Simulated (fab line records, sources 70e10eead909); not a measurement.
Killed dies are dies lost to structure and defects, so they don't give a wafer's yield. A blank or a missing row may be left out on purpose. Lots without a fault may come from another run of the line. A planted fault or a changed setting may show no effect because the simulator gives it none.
Which tool did it? | flow nand_harc | 24 lots, 72 wafers sampled, at 6 steps of a route of 1302

WHAT THE GAUGES READ, wafer by wafer
The record holds no reading of a measuring or inspecting step that can be judged against a usual standard deviation.

WHICH TOOL RAN EACH LOT (tool, then ch and the chambers of the sampled wafers, then the start)
lot  | NHARC_A_STAIRCASE_ETCH_13                     | NHARC_A_STAIRCASE_ETCH_23                     | NHARC_A_STAIRCASE_STRIP_175          | NHARC_A_STAIRCASE_ETCH_199                    | NHARC_A_STAIRCASE_TRIM_200                    | NHARC_A_STAIRCASE_STRIP_205
L075 | rie_diel-04 ch 1,2, day 16 09:29 or earlier   | rie_diel-09 ch 0,1,2, day 16 09:29 or earlier | plasma_asher-01 ch 0,1, day 16 09:29 | rie_diel-09 ch 1,3, day 16 13:13 or earlier   | rie_diel-09 ch 0,2,3, day 16 13:13 or earlier | plasma_asher-01 ch 0,1, day 16 13:13
L074 | rie_diel-01 ch 0,2,3, day 16 09:52 or earlier | rie_diel-04 ch 0,1,2, day 16 09:52 or earlier | plasma_asher-02 ch 0,1, day 16 09:52 | rie_diel-04 ch 0,1,3, day 16 13:35 or earlier | rie_diel-04 ch 0,1,2, day 16 13:35 or earlier | plasma_asher-01 ch 0,1, day 16 13:35
L076 | rie_diel-04 ch 0,2, day 16 22:35 or earlier   | rie_diel-04 ch 1,3, day 16 22:35 or earlier   | plasma_asher-01 ch 0,1, day 16 22:35 | rie_diel-09 ch 0,1,3, day 17 02:06 or earlier | rie_diel-09 ch 0,1,2, day 17 02:06 or earlier | plasma_asher-02 ch 0, day 17 02:06
L077 | rie_diel-09 ch 0,1,3, day 17 15:49 or earlier | rie_diel-01 ch 0,1,2, day 17 15:49 or earlier | plasma_asher-02 ch 0,1, day 17 15:49 | rie_diel-01 ch 1,2,3, day 17 19:59 or earlier | rie_diel-01 ch 0,1,3, day 17 19:59 or earlier | plasma_asher-01 ch 1, day 17 19:59
L078 | rie_diel-04 ch 1,2,3, day 17 19:19 or earlier | rie_diel-04 ch 0,1,3, day 17 19:19 or earlier | plasma_asher-01 ch 0,1, day 17 19:19 | rie_diel-09 ch 0,2,3, day 17 23:20 or earlier | rie_diel-09 ch 0,2,3, day 17 23:20 or earlier | plasma_asher-01 ch 0,1, day 17 23:20
L079 | rie_diel-04 ch 1,2,3, day 17 19:39 or earlier | rie_diel-09 ch 0,2,3, day 17 19:39 or earlier | plasma_asher-01 ch 0,1, day 17 19:39 | rie_diel-01 ch 1,2,3, day 17 23:39 or earlier | rie_diel-01 ch 0,2,3, day 17 23:39 or earlier | plasma_asher-02 ch 0,1, day 17 23:39
L080 | rie_diel-01 ch 0,1, day 18 10:00 or earlier   | rie_diel-01 ch 1,2, day 18 10:00 or earlier   | plasma_asher-02 ch 0,1, day 18 10:00 | rie_diel-04 ch 0,2, day 18 13:53 or earlier   | rie_diel-04 ch 0,1,3, day 18 13:53 or earlier | plasma_asher-02 ch 0,1, day 18 13:53
L081 | rie_diel-04 ch 2,3, day 18 15:29 or earlier   | rie_diel-09 ch 0,1, day 18 15:29 or earlier   | plasma_asher-01 ch 0,1, day 18 15:29 | rie_diel-09 ch 0,1,3, day 18 20:05 or earlier | rie_diel-09 ch 0,2, day 18 20:05 or earlier   | plasma_asher-01 ch 0,1, day 18 20:05
L082 | rie_diel-09 ch 0,1,3, day 19 06:26 or earlier | rie_diel-01 ch 0,1,2, day 19 06:26 or earlier | plasma_asher-02 ch 0,1, day 19 06:26 | rie_diel-09 ch 1,2,3, day 19 12:54 or earlier | rie_diel-09 ch 0,1,2, day 19 12:54 or earlier | plasma_asher-01 ch 0,1, day 19 12:54
L083 | rie_diel-09 ch 0,2,3, day 19 06:43 or earlier | rie_diel-09 ch 1,2,3, day 19 06:43 or earlier | plasma_asher-02 ch 0,1, day 19 06:43 | rie_diel-01 ch 1,2,3, day 19 12:37 or earlier | rie_diel-01 ch 1,2,3, day 19 12:37 or earlier | plasma_asher-01 ch 0,1, day 19 12:37
L085 | rie_diel-09 ch 1,2,3, day 20 05:54 or earlier | rie_diel-01 ch 1,2, day 20 05:54 or earlier   | plasma_asher-01 ch 0,1, day 20 05:54 | rie_diel-04 ch 0,2,3, day 20 10:09 or earlier | rie_diel-04 ch 0,2, day 20 10:09 or earlier   | plasma_asher-01 ch 0,1, day 20 10:09
L084 | rie_diel-04 ch 0,3, day 20 09:30 or earlier   | rie_diel-09 ch 0,1, day 20 09:30 or earlier   | plasma_asher-02 ch 0, day 20 09:30   | rie_diel-09 ch 0,2, day 20 13:11 or earlier   | rie_diel-09 ch 0,1,3, day 20 13:11 or earlier | plasma_asher-02 ch 0,1, day 20 13:11
L086 | rie_diel-01 ch 1,2,3, day 20 20:20 or earlier | rie_diel-01 ch 0,3, day 20 20:20 or earlier   | plasma_asher-01 ch 0,1, day 20 20:20 | rie_diel-01 ch 1,3, day 21 00:00 or earlier   | rie_diel-01 ch 1,2, day 21 00:00 or earlier   | plasma_asher-02 ch 0,1, day 21 00:00
L087 | rie_diel-01 ch 0,1,3, day 21 19:57 or earlier | rie_diel-01 ch 0,2,3, day 21 19:57 or earlier | plasma_asher-01 ch 0,1, day 21 19:57 | rie_diel-04 ch 0,1,3, day 22 00:35 or earlier | rie_diel-04 ch 0,1,2, day 22 00:35 or earlier | plasma_asher-02 ch 0,1, day 22 00:35
L088 | rie_diel-04 ch 1,3, day 22 03:50 or earlier   | rie_diel-04 ch 0,1,3, day 22 03:50 or earlier | plasma_asher-02 ch 0, day 22 03:50   | rie_diel-01 ch 0,2, day 22 07:37 or earlier   | rie_diel-01 ch 0,2,3, day 22 07:37 or earlier | plasma_asher-02 ch 0,1, day 22 07:37
L089 | rie_diel-01 ch 0,1,3, day 22 04:03 or earlier | rie_diel-01 ch 0,3, day 22 04:03 or earlier   | plasma_asher-01 ch 0,1, day 22 04:03 | rie_diel-04 ch 1,2,3, day 22 08:31 or earlier | rie_diel-04 ch 1,3, day 22 08:31 or earlier   | plasma_asher-01 ch 0,1, day 22 08:31
L090 | rie_diel-01 ch 0,1,2, day 23 00:14 or earlier | rie_diel-09 ch 0,3, day 23 00:14 or earlier   | plasma_asher-02 ch 1, day 23 00:14   | rie_diel-04 ch 0,3, day 23 04:41 or earlier   | rie_diel-04 ch 0,1,2, day 23 04:41 or earlier | plasma_asher-02 ch 0, day 23 04:41
L091 | rie_diel-01 ch 0,2,3, day 23 00:24 or earlier | rie_diel-01 ch 1,2,3, day 23 00:24 or earlier | plasma_asher-01 ch 0,1, day 23 00:24 | rie_diel-04 ch 0,1,3, day 23 04:46 or earlier | rie_diel-04 ch 0,2,3, day 23 04:46 or earlier | plasma_asher-01 ch 0,1, day 23 04:46
L093 | rie_diel-09 ch 0,1,2, day 24 02:53 or earlier | rie_diel-09 ch 1,2,3, day 24 02:53 or earlier | plasma_asher-01 ch 0,1, day 24 02:53 | rie_diel-01 ch 0,1,3, day 24 05:59 or earlier | rie_diel-04 ch 1,2,3, day 24 05:59            | plasma_asher-02 ch 0,1, day 24 06:43
L092 | rie_diel-01 ch 0,1,2, day 24 02:57 or earlier | rie_diel-01 ch 0,1,2, day 24 02:57 or earlier | plasma_asher-02 ch 0,1, day 24 02:57 | rie_diel-09 ch 1,2,3, day 24 07:12 or earlier | rie_diel-09 ch 0,2,3, day 24 07:12 or earlier | plasma_asher-01 ch 0,1, day 24 07:12
L095 | rie_diel-09 ch 1,2, day 24 13:14 or earlier   | rie_diel-09 ch 0,1,2, day 24 13:14 or earlier | plasma_asher-01 ch 0,1, day 24 13:14 | rie_diel-04 ch 0,2, day 24 16:59 or earlier   | rie_diel-04 ch 0,3, day 24 16:59 or earlier   | plasma_asher-01 ch 0,1, day 24 16:59
L094 | rie_diel-04 ch 1,2,3, day 24 13:32 or earlier | rie_diel-04 ch 1,3, day 24 13:32 or earlier   | plasma_asher-01 ch 0,1, day 24 13:32 | rie_diel-04 ch 0,2, day 24 17:20 or earlier   | rie_diel-04 ch 1,2, day 24 17:20 or earlier   | plasma_asher-02 ch 0,1, day 24 17:20
L096 | rie_diel-04 ch 0,1,2, day 24 16:46 or earlier | rie_diel-09 ch 0,3, day 24 16:46 or earlier   | plasma_asher-02 ch 0,1, day 24 16:46 | rie_diel-04 ch 0,1,2, day 24 20:37 or earlier | rie_diel-04 ch 0,1, day 24 20:37 or earlier   | plasma_asher-01 ch 0,1, day 24 20:37
L097 | rie_diel-04 ch 1,2,3, day 25 10:40 or earlier | rie_diel-04 ch 1,2,3, day 25 10:40 or earlier | plasma_asher-02 ch 0,1, day 25 10:40 | rie_diel-04 ch 0,2,3, day 25 14:22 or earlier | rie_diel-04 ch 1,2,3, day 25 14:22 or earlier | plasma_asher-01 ch 0,1, day 25 14:22
- NHARC_A_STAIRCASE_ETCH_13: etches the open film in C4F8/O2, target depth 100 nm, time 40.5 s.
- NHARC_A_STAIRCASE_ETCH_23: etches the open film in C4F8/O2, target depth 100 nm, time 40.5 s.
- NHARC_A_STAIRCASE_STRIP_175: strips in O2.
- NHARC_A_STAIRCASE_ETCH_199: etches the open film in C4F8/O2, target depth 100 nm, time 40.5 s.
- NHARC_A_STAIRCASE_TRIM_200: chemistry O2, time 211.2 s.
- NHARC_A_STAIRCASE_STRIP_205: strips in O2.

WHAT THE TOOLS THEMSELVES READ (means of the sampled wafers that have a number; where no wafer has one, the mark that the record gives instead)
NHARC_A_STAIRCASE_ETCH_13. Usual: oes_product_au 0.942 a.u., standard deviation 0.013; rf_vpp_V 895 V, standard deviation 7.1.
lot  | tool        | oes_product_au (a.u.) | rf_vpp_V (V) | flag
L075 | rie_diel-04 | 0.953                 | 887          |
L074 | rie_diel-01 | 0.958                 | 892          |
L076 | rie_diel-04 | 0.944                 | 899          |
L077 | rie_diel-09 | 0.950                 | 899          |
L078 | rie_diel-04 | 0.944                 | 890          |
L079 | rie_diel-04 | 0.927                 | 889          |
L080 | rie_diel-01 | 0.921                 | 891          |
L081 | rie_diel-04 | 0.937                 | 890          |
L082 | rie_diel-09 | 0.947                 | 897          |
L083 | rie_diel-09 | 0.928                 | 894          |
L085 | rie_diel-09 | 0.943                 | 898          |
L084 | rie_diel-04 | 0.924                 | 899          |
L086 | rie_diel-01 | 0.959                 | 898          |
L087 | rie_diel-01 | 0.949                 | 896          |
L088 | rie_diel-04 | 0.962                 | 889          |
L089 | rie_diel-01 | 0.940                 | 896          |
L090 | rie_diel-01 | 0.945                 | 893          |
L091 | rie_diel-01 | 0.939                 | 898          |
L093 | rie_diel-09 | 0.954                 | 898          |
L092 | rie_diel-01 | 0.947                 | 893          |
L095 | rie_diel-09 | 0.941                 | 896          |
L094 | rie_diel-04 | 0.947                 | 895          |
L096 | rie_diel-04 | 0.933                 | 898          |
L097 | rie_diel-04 | 0.937                 | 895          |

NHARC_A_STAIRCASE_ETCH_23. Usual: oes_product_au 0.944 a.u., standard deviation 0.012; rf_vpp_V 897 V, standard deviation 7.
lot  | tool        | oes_product_au (a.u.) | rf_vpp_V (V) | flag
L075 | rie_diel-09 | 0.956                 | 892          |
L074 | rie_diel-04 | 0.951                 | 893          |
L076 | rie_diel-04 | 0.950                 | 889          |
L077 | rie_diel-01 | 0.935                 | 894          |
L078 | rie_diel-04 | 0.944                 | 896          |
L079 | rie_diel-09 | 0.940                 | 894          |
L080 | rie_diel-01 | 0.935                 | 894          |
L081 | rie_diel-09 | 0.944                 | 896          |
L082 | rie_diel-01 | 0.955                 | 894          |
L083 | rie_diel-09 | 0.940                 | 898          |
L085 | rie_diel-01 | 0.952                 | 896          |
L084 | rie_diel-09 | 0.947                 | 891          |
L086 | rie_diel-01 | 0.926                 | 895          |
L087 | rie_diel-01 | 0.946                 | 899          |
L088 | rie_diel-04 | 0.932                 | 895          |
L089 | rie_diel-01 | 0.941                 | 901          |
L090 | rie_diel-09 | 0.956                 | 906          |
L091 | rie_diel-01 | 0.944                 | 898          |
L093 | rie_diel-09 | 0.947                 | 897          |
L092 | rie_diel-01 | 0.946                 | 893          |
L095 | rie_diel-09 | 0.934                 | 898          |
L094 | rie_diel-04 | 0.952                 | 897          |
L096 | rie_diel-09 | 0.937                 | 905          |
L097 | rie_diel-04 | 0.942                 | 896          |

NHARC_A_STAIRCASE_STRIP_175. Usual: drypump_motor_current_A 6.09 A, standard deviation 0.15; heater_power_w 314 W, standard deviation 22.
lot  | tool            | drypump_motor_current_A (A) | heater_power_w (W) | flag
L075 | plasma_asher-01 | 6.24                        | 297                |
L074 | plasma_asher-02 | 5.94                        | 332                |
L076 | plasma_asher-01 | 6.22                        | 298                |
L077 | plasma_asher-02 | 5.96                        | 329                |
L078 | plasma_asher-01 | 6.22                        | 305                |
L079 | plasma_asher-01 | 6.25                        | 298                |
L080 | plasma_asher-02 | 5.92                        | 321                |
L081 | plasma_asher-01 | 6.22                        | 307                |
L082 | plasma_asher-02 | 5.92                        | 316                |
L083 | plasma_asher-02 | 5.94                        | 335                |
L085 | plasma_asher-01 | 6.22                        | 306                |
L084 | plasma_asher-02 | 5.97                        | 348                |
L086 | plasma_asher-01 | 6.22                        | 308                |
L087 | plasma_asher-01 | 6.25                        | 292                |
L088 | plasma_asher-02 | 5.97                        | 352                |
L089 | plasma_asher-01 | 6.24                        | 298                |
L090 | plasma_asher-02 | 5.89                        | 301                |
L091 | plasma_asher-01 | 6.22                        | 305                |
L093 | plasma_asher-01 | 6.23                        | 299                |
L092 | plasma_asher-02 | 5.94                        | 315                |
L095 | plasma_asher-01 | 6.20                        | 309                |
L094 | plasma_asher-01 | 6.20                        | 309                |
L096 | plasma_asher-02 | 5.95                        | 336                |
L097 | plasma_asher-02 | 5.94                        | 335                |

NHARC_A_STAIRCASE_ETCH_199. Usual: oes_product_au 0.944 a.u., standard deviation 0.011; rf_vpp_V 895 V, standard deviation 7.2.
lot  | tool        | oes_product_au (a.u.) | rf_vpp_V (V) | flag
L075 | rie_diel-09 | 0.946                 | 902          |
L074 | rie_diel-04 | 0.942                 | 895          |
L076 | rie_diel-09 | 0.957                 | 898          |
L077 | rie_diel-01 | 0.942                 | 900          |
L078 | rie_diel-09 | 0.947                 | 893          |
L079 | rie_diel-01 | 0.959                 | 899          |
L080 | rie_diel-04 | 0.934                 | 898          |
L081 | rie_diel-09 | 0.932                 | 898          |
L082 | rie_diel-09 | 0.943                 | 898          |
L083 | rie_diel-01 | 0.940                 | 899          |
L085 | rie_diel-04 | 0.929                 | 895          |
L084 | rie_diel-09 | 0.944                 | 888          |
L086 | rie_diel-01 | 0.930                 | 896          |
L087 | rie_diel-04 | 0.954                 | 895          |
L088 | rie_diel-01 | 0.935                 | 894          |
L089 | rie_diel-04 | 0.942                 | 887          |
L090 | rie_diel-04 | 0.938                 | 898          |
L091 | rie_diel-04 | 0.941                 | 894          |
L093 | rie_diel-01 | 0.946                 | 895          |
L092 | rie_diel-09 | 0.948                 | 898          |
L095 | rie_diel-04 | 0.936                 | 897          |
L094 | rie_diel-04 | 0.935                 | 898          |
L096 | rie_diel-04 | 0.939                 | 899          |
L097 | rie_diel-04 | 0.961                 | 894          |

NHARC_A_STAIRCASE_TRIM_200. Usual: drypump_motor_current_A 5.7 A, standard deviation 0.42; oes_product_au 0.999 a.u., standard deviation 0.0077; rf_vpp_V 57.7 V, standard deviation 1; showerhead_plenum_p_Torr 3.52 Torr, standard deviation 0.2; throttle_valve_pct 17.036 %, standard deviation 0.0094.
lot  | tool        | drypump_motor_current_A (A) | oes_product_au (a.u.) | rf_vpp_V (V) | showerhead_plenum_p_Torr (Torr) | throttle_valve_pct (%) | flag
L075 | rie_diel-09 | 5.8                         | 1.005                 | 57.7         | 3.47                            | 17.032                 |
L074 | rie_diel-04 | 5.4                         | 0.996                 | 57.1         | 3.46                            | 17.030                 |
L076 | rie_diel-09 | 5.9                         | 0.990                 | 58.3         | 3.43                            | 17.031                 |
L077 | rie_diel-01 | 6.0                         | 0.997                 | 58.4         | 3.54                            | 17.037                 |
L078 | rie_diel-09 | 5.8                         | 1.000                 | 57.8         | 3.46                            | 17.044                 |
L079 | rie_diel-01 | 6.0                         | 0.990                 | 57.6         | 3.62                            | 17.033                 |
L080 | rie_diel-04 | 5.4                         | 1.005                 | 57.1         | 3.49                            | 17.034                 |
L081 | rie_diel-09 | 5.9                         | 0.997                 | 57.6         | 3.29                            | 17.031                 |
L082 | rie_diel-09 | 5.9                         | 1.007                 | 57.1         | 3.42                            | 17.044                 |
L083 | rie_diel-01 | 6.2                         | 1.003                 | 58.2         | 3.60                            | 17.044                 |
L085 | rie_diel-04 | 5.6                         | 0.998                 | 58.6         | 3.59                            | 17.037                 |
L084 | rie_diel-09 | 5.8                         | 0.997                 | 58.7         | 3.57                            | 17.031                 |
L086 | rie_diel-01 | 5.9                         | 1.001                 | 57.6         | 3.53                            | 17.030                 |
L087 | rie_diel-04 | 5.4                         | 1.003                 | 57.8         | 3.43                            | 17.035                 |
L088 | rie_diel-01 | 6.0                         | 1.006                 | 57.7         | 3.60                            | 17.030                 |
L089 | rie_diel-04 | 5.2                         | 1.005                 | 57.5         | 3.32                            | 17.039                 |
L090 | rie_diel-04 | 5.4                         | 0.994                 | 58.1         | 3.43                            | 17.039                 |
L091 | rie_diel-04 | 5.5                         | 0.995                 | 58.0         | 3.48                            | 17.040                 |
L093 | rie_diel-04 | 5.3                         | 1.002                 | 58.2         | 3.51                            | 17.039                 |
L092 | rie_diel-09 | 5.8                         | 0.998                 | 58.2         | 3.62                            | 17.040                 |
L095 | rie_diel-04 | 5.5                         | 0.998                 | 57.8         | 3.52                            | 17.046                 |
L094 | rie_diel-04 | 5.1                         | 0.999                 | 57.5         | 3.63                            | 17.039                 |
L096 | rie_diel-04 | 5.2                         | 1.006                 | 58.3         | 3.77                            | 17.038                 |
L097 | rie_diel-04 | 5.3                         | 0.996                 | 57.9         | 3.50                            | 17.039                 |

NHARC_A_STAIRCASE_STRIP_205. Usual: drypump_motor_current_A 6.10 A, standard deviation 0.15; heater_power_w 313 W, standard deviation 23.
lot  | tool            | drypump_motor_current_A (A) | heater_power_w (W) | flag
L075 | plasma_asher-01 | 6.24                        | 296                |
L074 | plasma_asher-01 | 6.26                        | 297                |
L076 | plasma_asher-02 | 5.98                        | 335                |
L077 | plasma_asher-01 | 6.24                        | 286                |
L078 | plasma_asher-01 | 6.23                        | 294                |
L079 | plasma_asher-02 | 5.95                        | 333                |
L080 | plasma_asher-02 | 5.95                        | 334                |
L081 | plasma_asher-01 | 6.26                        | 295                |
L082 | plasma_asher-01 | 6.22                        | 299                |
L083 | plasma_asher-01 | 6.24                        | 291                |
L085 | plasma_asher-01 | 6.20                        | 309                |
L084 | plasma_asher-02 | 5.94                        | 333                |
L086 | plasma_asher-02 | 5.93                        | 318                |
L087 | plasma_asher-02 | 5.92                        | 320                |
L088 | plasma_asher-02 | 5.96                        | 335                |
L089 | plasma_asher-01 | 6.21                        | 305                |
L090 | plasma_asher-02 | 5.97                        | 352                |
L091 | plasma_asher-01 | 6.22                        | 308                |
L093 | plasma_asher-02 | 5.94                        | 335                |
L092 | plasma_asher-01 | 6.22                        | 294                |
L095 | plasma_asher-01 | 6.25                        | 293                |
L094 | plasma_asher-02 | 5.95                        | 338                |
L096 | plasma_asher-01 | 6.23                        | 296                |
L097 | plasma_asher-01 | 6.27                        | 297                |

THE ANSWER, worked out from the rows above alone
Rule: a lot is off if the mean of its wafers that have a number lies more than 3 standard deviations from the usual mean. A lot without any number at a reading at which 4 lots or more have one is off too. The other lots that the step has rows for count as sound. The gauges are gone through in route order, then the tools' own readings, and for those a lot's mean is taken as printed above. The first step at which some lot is off is used, and at that step the reading that is off furthest; a lot without a number counts as furthest.
No lot is off at any reading shown: from this, nothing can be told.

WHAT THE SIMULATOR HAD PUT IN
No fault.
